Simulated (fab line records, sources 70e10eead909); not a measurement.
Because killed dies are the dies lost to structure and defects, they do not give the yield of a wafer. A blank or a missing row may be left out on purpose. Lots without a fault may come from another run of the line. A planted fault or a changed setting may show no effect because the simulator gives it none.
fab line records	flow nandHarc
record lots=13	wafers=39	lastDay=33
route steps=1302 shown A_STAIRCASE@842 END@1302
lots that met no fault: taken from a fault-free run of the same line
startH: hours from the record's first day to the start of the lot's first wafer shown	waitH: hours elapsed since this lot's preceding step	" unchanged from the row above	L1.1+2: a single row standing in for several wafers	- either no value or no given start	* or withheld: withheld	< > ~ a bound
route shown NAME@n: names a module that has steps shown in the file, with the first one's number in the route	usual: average and standard deviation across the fault-free wafers	same: alike in all rows	chamber/n: place in a boat	sites: each site's reading	_std_site: their standard deviation	_edge_site: the outer-site mean with the inner-site mean subtracted	radiusMm: how far each site lies from the wafer's centre	mask NAME#n: copy n	behind: the most recent tool/chamber to have shaped the wafer	hold: the reason the lot was held/the length of the hold in hours/how it ended	device: which transistor (n, p or np) failed to switch	end of line: the route-end tests of the same wafers	where a step has no rows: the recipe by itself	killed: not the wafer's yield, but the dies lost to structure and defects at the first sort	map: shows each die of a wafer: x if killed, . if not, _ if none is there
set.NAME: the setting the step ran with; set.NAME@STEP: the setting that earlier step ran with	model.NAME: the simulator's own value behind a step, which no gauge read
one table for each step of the route and one row for each wafer, over a sample of lots
services: a tool's chamber out of use, with start hour (startH, from the record's first day; less than 0 if before it), hours out, and reason
## steps
# step NHARC_A_STAIRCASE_ETCHBACK_416
# recipe targetDepthA=360	timeS=7.2	c4f8FlowSccm=withheld	o2FlowSccm=8	arFlowSccm=withheld	rfW=600	biasW=800	chemistry=C4F8/O2/Ar
# usual oesProductAu=0.934/0.026	rfVppV=723/3.9
lot.wafer	tool	chamber	startH	waitH	oesProductAu	rfHoursCounterH	rfVppV
L146.4	rieDiel-03	0	-	-	0.940	19	720
L146.3	"	1	"	"	0.927	31	722
L146.6	"	0	"	"	0.950	-	722
L147.1	rieDiel-08	0	-	-	0.940	4	724
L147.4	"	2	"	"	0.922	6	718
L147.2	"	3	"	"	0.918	6	725
L150.1	rieDiel-03	2	-	-	0.927	42	722
L150.4	"	3	"	"	0.932	42	730
L150.6	"	3	"	"	0.929	-	731
L151.2	rieDiel-09	1	-	-	0.920	36	724
L151.4	"	3	"	"	0.924	43	722
L151.6	"	0	"	"	0.905	-	721
L153.4	rieDiel-03	0	-	-	0.935	45	719
L153.5	"	2	"	"	1.008	-	722
L153.6	"	3	"	"	0.933	-	730
L160.4	rieDiel-08	2	-	-	0.904	51	718
L160.2	"	3	"	"	0.929	53	725
L160.5	"	2	"	"	0.920	-	717
L162.1	rieDiel-09	3	-	-	0.932	20	723
L162.5	"	2	"	"	0.921	-	724
L162.6	"	3	"	"	0.929	-	724
L163.2	rieDiel-03	0	-	-	0.952	28	720
L163.6	"	2	"	"	0.927	-	721
L163.4	"	3	"	"	0.934	-	729
L164.3	rieDiel-03	3	-	-	0.938	37	728
L164.2	"	2	"	"	0.918	40	721
L164.5	"	3	"	"	0.944	-	730
L166.2	rieDiel-09	3	585.05	3.0	0.920	29	722
L166.5	"	3	"	"	0.919	-	722
L166.6	"	0	"	"	0.920	-	722
L167.3	rieDiel-09	2	-	-	0.931	31	726
L167.6	"	2	"	"	0.920	-	724
L167.5	"	3	"	"	0.931	-	723
L168.4	rieDiel-08	1	-	-	0.919	19	729
L168.6	"	3	"	"	0.919	-	724
L168.5	"	0	"	"	0.921	-	724
L169.3	rieDiel-09	2	-	-	0.915	40	724
L169.6	"	1	"	"	0.917	-	720
L169.5	"	2	"	"	0.929	-	724
# step NHARC_A_STAIRCASE_STRIP_476
# recipe timeS=20	o2FlowSccm=500	arFlowSccm=0	biasW=0	chemistry=O2
# usual drypumpMotorCurrentA=5.6/0.47	oesProductAu=1.000/0.012	rfVppV=57.7/0.88	showerheadPlenumPTorr=3.53/0.12	throttleValvePct=17.036/0.0077
lot.wafer	tool	chamber	startH	waitH	drypumpMotorCurrentA	oesProductAu	rfHoursCounterH	rfVppV	showerheadPlenumPTorr	throttleValvePct
L146.4	rieDiel-03	1	386.48	0.1	6.1	1.003	31	56.7	3.49	17.033
L146.3	"	3	"	"	5.7	1.007	31	58.0	3.79	17.033
L146.6	"	1	"	"	6.1	1.000	-	58.3	3.49	17.020
L147.4	rieDiel-08	3	390.12	0.1	5.0	0.990	6	60.3	3.59	17.029
L147.1	"	0	"	"	5.6	1.000	4	57.4	3.59	17.023
L147.2	"	2	"	"	5.7	0.986	6	56.3	3.37	17.051
L150.1	rieDiel-03	2	419.18	0.1	4.8	0.998	42	58.5	3.45	17.024
L150.4	"	0	"	"	5.3	1.016	30	56.7	3.44	17.055
L150.6	"	2	"	"	4.8	0.989	-	58.8	3.45	17.035
L151.4	rieDiel-09	3	439.18	0.1	6.6	0.992	43	56.3	3.53	17.059
L151.2	"	0	"	"	5.7	0.979	35	58.7	3.47	17.040
L151.6	"	0	"	"	5.7	0.982	-	57.7	3.47	17.034
L153.4	rieDiel-03	2	455.88	0.1	4.8	0.996	47	57.5	3.45	17.028
L153.5	"	2	"	"	4.8	0.997	-	58.1	3.45	17.037
L153.6	"	3	"	"	5.6	1.004	-	59.1	3.78	17.046
L160.4	rieDiel-08	1	530.75	0.2	5.6	0.999	50	56.9	3.72	17.043
L160.2	"	0	"	"	5.6	1.014	52	57.8	3.56	17.040
L160.5	"	1	"	"	5.6	0.997	-	57.6	3.72	17.037
L162.1	rieDiel-09	2	554.75	0.1	5.5	0.990	22	56.8	3.58	17.035
L162.5	"	2	"	"	5.5	1.000	-	57.8	3.58	17.039
L162.6	"	3	"	"	6.6	0.997	-	57.2	3.51	17.033
L163.2	rieDiel-03	0	554.77	0.1	5.3	1.028	28	58.0	3.41	17.037
L163.6	"	2	"	"	4.8	1.003	-	58.8	3.43	17.034
L163.4	"	0	"	"	5.3	1.023	-	56.7	3.41	17.033
L164.3	rieDiel-03	3	576.26	0.1	5.7	1.020	37	58.5	3.75	17.036
L164.2	"	2	"	"	4.8	1.001	40	58.1	3.43	17.032
L164.5	"	0	"	"	5.3	1.033	-	57.2	3.41	17.035
L166.2	rieDiel-09	0	585.14	0.1	5.7	1.000	26	56.7	3.44	17.046
L166.5	"	3	"	"	6.6	0.995	-	58.9	3.50	17.041
L166.6	"	0	"	"	5.8	0.995	-	56.3	3.44	17.034
L167.3	rieDiel-09	2	596.38	0.1	5.5	0.997	31	58.0	3.57	17.026
L167.5	"	2	"	"	5.5	1.003	-	58.2	3.57	17.049
L167.6	"	3	"	"	6.6	0.993	-	59.2	3.50	17.036
L168.4	rieDiel-08	3	609.50	0.1	5.0	0.985	19	59.0	3.55	17.050
L168.5	"	3	"	"	5.0	0.994	-	57.5	3.55	17.046
L168.6	"	0	"	"	5.6	1.003	-	57.6	3.55	17.049
L169.3	rieDiel-09	3	614.86	0.1	6.6	0.995	40	58.8	3.49	17.037
L169.5	"	2	"	"	5.4	1.005	-	55.6	3.57	17.027
L169.6	"	3	"	"	6.6	1.005	-	58.2	3.50	17.022
# step NHARC_A_STAIRCASE_CVD_552
# recipe targetThkA=400	tempC=700	pressureMtorr=300	material=SiNx
# usual susceptorTempC=699.98/0.27
lot.wafer	tool	chamber	startH	waitH	susceptorTempC
L146.3	lpcvd-01	0	393.81	-	699.82
L146.4	"	0	"	"	699.93
L146.6	"	0	"	"	699.89
L146.3	lpcvd-01	0	400.69	3.7	700.27
L146.4	"	0	"	"	700.69
L146.6	"	0	"	"	700.27
L147.1	lpcvd-01	1	397.48	-	699.80
L147.2	"	1	"	"	699.59
L147.4	"	1	"	"	699.64
L150.1	lpcvd-01	0	426.18	-	700.24
L150.4	"	0	"	"	700.46
L150.6	"	0	"	"	700.15
L150.1	lpcvd-01	0	429.99	0.7	700.47
L150.4	"	0	"	"	700.20
L150.6	"	0	"	"	700.00
L151.2	lpcvd-01	0	446.70	-	699.92
L151.4	"	0	"	"	700.32
L151.6	"	0	"	"	700.05
L153.4	lpcvd-01	1	464.19	4.6	699.79
L153.5	"	1	"	"	699.70
L153.6	"	1	"	"	699.46
L153.4	lpcvd-01	1	468.09	0.7	700.02
L153.5	"	1	"	"	700.25
L153.6	"	1	"	"	699.82
L160.2	lpcvd-01	0	538.25	-	699.60
L160.4	"	0	"	"	699.85
L160.5	"	0	"	"	699.71
L162.1	lpcvd-01	1	563.88	-	699.98
L162.5	"	1	"	"	700.15
L162.6	"	1	"	"	700.06
L163.2	lpcvd-01	1	563.88	-	699.81
L163.4	"	1	"	"	699.93
L163.6	"	1	"	"	699.81
L164.2	lpcvd-01	1	581.07	-	700.19
L164.3	"	1	"	"	700.03
L164.5	"	1	"	"	700.22
L166.2	lpcvd-01	0	592.51	-	699.88
L166.5	"	0	"	"	700.08
L166.6	"	0	"	"	700.22
L167.3	lpcvd-01	0	604.28	-	700.45
L167.5	"	0	"	"	700.10
L167.6	"	0	"	"	699.74
L168.4	lpcvd-01	1	615.12	-	699.19
L168.5	"	1	"	"	699.60
L168.6	"	1	"	"	700.01
L169.3	lpcvd-02	0	622.27	-	699.52
L169.5	"	0	"	"	699.88
L169.6	"	0	"	"	699.96
# step NHARC_A_STAIRCASE_DEP_151
# recipe targetThkA=72000	tempC=400	targetThkNm=7200	teosFlowSccm=200	rfW=500	material=SiO2
# usual heaterPowerW=617/80	susceptorTempC=400.01/0.24
lot.wafer	tool	chamber	startH	waitH	heaterPowerW	susceptorTempC
L147.2	pecvd-03	0	401.33	0.6	752	399.86
L147.1	"	1	"	"	605	400.10
L147.4	"	2	"	"	534	400.18
L146.3	pecvd-04	1	404.71	0.8	731	399.73
L146.6	"	0	"	"	534	399.79
L146.4	"	2	"	"	501	399.76
L150.1	pecvd-03	2	433.94	0.8	638	400.17
L150.6	"	1	"	"	546	400.17
L150.4	"	0	"	"	611	400.07
L151.2	pecvd-01	1	450.40	0.5	691	399.68
L151.6	"	1	"	"	606	400.29
L151.4	"	2	"	"	632	399.86
L153.6	pecvd-04	0	472.33	1.0	535	400.04
L153.5	"	1	"	"	599	400.12
L153.4	"	2	"	"	500	400.15
L160.2	pecvd-04	2	542.08	0.6	552	400.09
L160.4	"	0	"	"	525	399.72
L160.5	"	1	"	"	586	400.09
L163.2	pecvd-04	2	567.46	0.4	512	399.98
L163.4	"	2	"	"	496	399.87
L163.6	"	1	"	"	601	399.94
L162.1	pecvd-03	1	567.65	0.6	529	400.01
L162.5	"	0	"	"	623	399.95
L162.6	"	1	"	"	513	400.10
L164.2	pecvd-01	2	584.67	0.4	664	399.86
L164.3	"	0	"	"	699	399.96
L164.5	"	0	"	"	665	399.66
L166.2	pecvd-04	2	596.34	0.6	619	399.41
L166.5	"	0	"	"	537	400.28
L166.6	"	1	"	"	603	400.04
L167.3	pecvd-04	2	608.06	0.6	576	399.78
L167.6	"	0	"	"	532	400.56
L167.5	"	1	"	"	599	400.51
L168.5	pecvd-04	1	618.99	0.7	604	399.96
L168.6	"	2	"	"	488	400.39
L168.4	"	0	"	"	530	400.23
L169.3	pecvd-03	0	625.82	0.4	769	400.16
L169.5	"	1	"	"	519	399.98
L169.6	"	2	"	"	540	399.72
# step NHARC_END_SORT_01
# recipe tempC=25
# usual killedAtArray=49/18	killedAtOther=0.7/1.1	killedAtPeriphery=4.0/2.6	killedDies=54/19	killedOpen=3.4/1.7	killedShort=2.5/1.7
# same grossDies=677
lot.wafer	tool	chamber	startH	waitH	killedAtArray	killedAtOther	killedAtPeriphery	killedDies	killedOpen	killedShort
L146.3	prober-01	0	560.96	3.1	673	1	3	677	3	1
L146.4	prober-01	0	561.77	3.4	674	2	1	677	2	4
L146.6	prober-01	0	563.37	4.0	672	0	5	677	5	0
L150.1	prober-02	0	590.31	2.5	675	0	2	677	3	3
L150.4	prober-02	0	592.68	3.4	672	2	3	677	3	3
L150.6	prober-02	0	594.27	4.0	675	0	2	677	2	2
L153.4	prober-02	0	633.08	3.4	674	2	1	677	3	3
L153.5	prober-02	0	633.89	3.7	671	1	5	677	2	1
L153.6	prober-02	0	634.70	4.0	671	1	5	677	4	1
# killed by level:class
L146.3 A_STAIRCASE:areaCvd=628 A_SLIT:chamberFilmFlake=16 A_CHANNEL_HOLE_D1:chamberFilmFlake=15 A_CONTACT:chamberFilmFlake=5 A_CHANNEL_HOLE_D2:chamberFilmFlake=4 P_GATE:chamberFilmFlake=2 A_STAIRCASE:chamberFilmFlake=2 P_M0:geometricParticle:open=1
L146.4 A_STAIRCASE:areaCvd=615 A_CHANNEL_HOLE_D1:chamberFilmFlake=26 A_SLIT:chamberFilmFlake=20 A_CONTACT:chamberFilmFlake=4 A_CHANNEL_HOLE_D2:chamberFilmFlake=2 P_GATE:geometricParticle:short=1 A_CHANNEL_FILL_D2:geometricParticle:short=1 A_ONON_D1:geometricParticle:short=1
L146.6 A_STAIRCASE:areaCvd=631 A_SLIT:chamberFilmFlake=18 A_CHANNEL_HOLE_D1:chamberFilmFlake=12 A_CHANNEL_HOLE_D2:chamberFilmFlake=4 A_ONON_D1:geometricParticle:open=3 P_GATE:chamberFilmFlake=3 P_GATE:geometricParticle:open=1 A_WL_FILL:geometricParticle:open=1
L150.1 A_STAIRCASE:areaCvd=613 A_CHANNEL_HOLE_D1:chamberFilmFlake=27 A_CHANNEL_HOLE_D2:chamberFilmFlake=16 A_CONTACT:chamberFilmFlake=7 P_STI:chamberFilmFlake=2 A_DECK1_JOINT:chamberFilmFlake=2 A_WL_FILL:chamberFilmFlake=2 A_STAIRCASE:chamberFilmFlake=1
L150.4 A_STAIRCASE:areaCvd=606 A_CHANNEL_HOLE_D1:chamberFilmFlake=36 A_CHANNEL_HOLE_D2:chamberFilmFlake=14 A_CONTACT:chamberFilmFlake=9 A_ONON_D1:geometricParticle:open=2 P_GATE:chamberFilmFlake=2 A_CHANNEL_FILL_D1:chamberFilmFlake=2 P_M0:geometricParticle:short=1
L150.6 A_STAIRCASE:areaCvd=617 A_CHANNEL_HOLE_D2:chamberFilmFlake=25 A_CHANNEL_HOLE_D1:chamberFilmFlake=20 A_CHANNEL_FILL_D1:chamberFilmFlake=4 P_STI:chamberFilmFlake=2 A_DECK1_JOINT:chamberFilmFlake=2 A_CONTACT:chamberFilmFlake=2 A_ONON_D2:geometricParticle:short=1
L153.4 A_STAIRCASE:areaCvd=596 A_SLIT:chamberFilmFlake=31 A_CHANNEL_HOLE_D2:chamberFilmFlake=26 A_CHANNEL_HOLE_D1:chamberFilmFlake=14 THIN_TSV:chamberFilmFlake=2 P_CONTACT:geometricParticle:open=1 A_ONON_D1:geometricParticle:short=1 A_CHANNEL_HOLE_D1:geometricParticle:open=1
L153.5 A_STAIRCASE:areaCvd=611 A_CHANNEL_HOLE_D1:chamberFilmFlake=22 A_SLIT:chamberFilmFlake=21 A_CHANNEL_HOLE_D2:chamberFilmFlake=12 P_ZERO_WELL:chamberFilmFlake=3 A_BONDPAD:chamberFilmFlake=2 P_CONTACT:geometricParticle:open=1 A_DECK1_JOINT:geometricParticle:short=1
L153.6 A_STAIRCASE:areaCvd=594 A_CHANNEL_HOLE_D2:chamberFilmFlake=33 A_SLIT:chamberFilmFlake=25 A_CHANNEL_HOLE_D1:chamberFilmFlake=12 P_M0:geometricParticle:open=2 A_STAIRCASE:chamberFilmFlake=2 A_BONDPAD:chamberFilmFlake=2 P_M2:geometricParticle:short=1
## services
tool	chamber	startH	hours	kind
rieDiel-03	0	364.10	-	clean
rieDiel-03	1	364.10	-	clean
rieDiel-03	2	364.10	-	clean
rieDiel-03	3	364.10	-	clean
pecvd-03	-	366.09	13.0	pm
rieDiel-08	-	368.21	9.0	pm
rieDiel-09	0	380.47	-	clean
rieDiel-09	1	380.47	-	clean
lpcvd-02	-	387.70	26.0	pm
rieDiel-08	0	390.98	3.2	repair
rieDiel-03	2	432.20	15.3	repair
pecvd-04	-	438.16	3.1	repair
rieDiel-08	-	444.42	3.7	repair
pecvd-04	-	450.00	13.0	pm
rieDiel-03	-	458.56	9.0	pm
pecvd-01	-	492.00	13.0	pm
rieDiel-09	-	499.68	9.0	pm
pecvd-01	0	525.36	4.0	repair
rieDiel-08	1	542.38	3.7	repair
rieDiel-08	-	545.21	9.0	pm
pecvd-03	-	547.09	13.0	pm
pecvd-01	-	572.28	1.3	repair
pecvd-01	0	585.93	3.9	repair
rieDiel-09	2	621.70	23.6	repair
## key
firstSign step=NHARC_A_STAIRCASE_CVD_552	reading=visit	direction=added
effect step=NHARC_END_SORT_01	reading=killedAtArray	direction=up	sigmas=34	usual=49	struck=673
moreKillsBornAt NHARC_A_STAIRCASE_CVD_552@lpcvd-01=5511
metAt NHARC_A_STAIRCASE_CVD_552
struckLots L146,L150,L153
laterRowsLeftOut L146.3,L146.4,L146.6,L150.1,L150.4,L150.6,L153.4,L153.5,L153.6
testerLeftOut L146,L150,L153
notActingAt NHARC_A_STAIRCASE_ETCHBACK_416,NHARC_A_STAIRCASE_STRIP_476,NHARC_A_STAIRCASE_DEP_151
fault kind=repeatedStepWhole	tool=lpcvd-01,lpcvd-02	chamber=-	onsetH=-	steps=NHARC_A_STAIRCASE_CVD_552	times=1	scope=struckLotsOnly
# testerLeftOut: of these lots the tester's yield and bins aren't shown, on N5 and GAA mostly nor the transistor test; their killed dies are dies lost to structure and defects alone, not to doping, threshold or leakage, so they don't give the yield
# laterRowsLeftOut: the simulator's readings of these wafers behind a module that went badly wrong aren't trusted and aren't shown, but for the sort
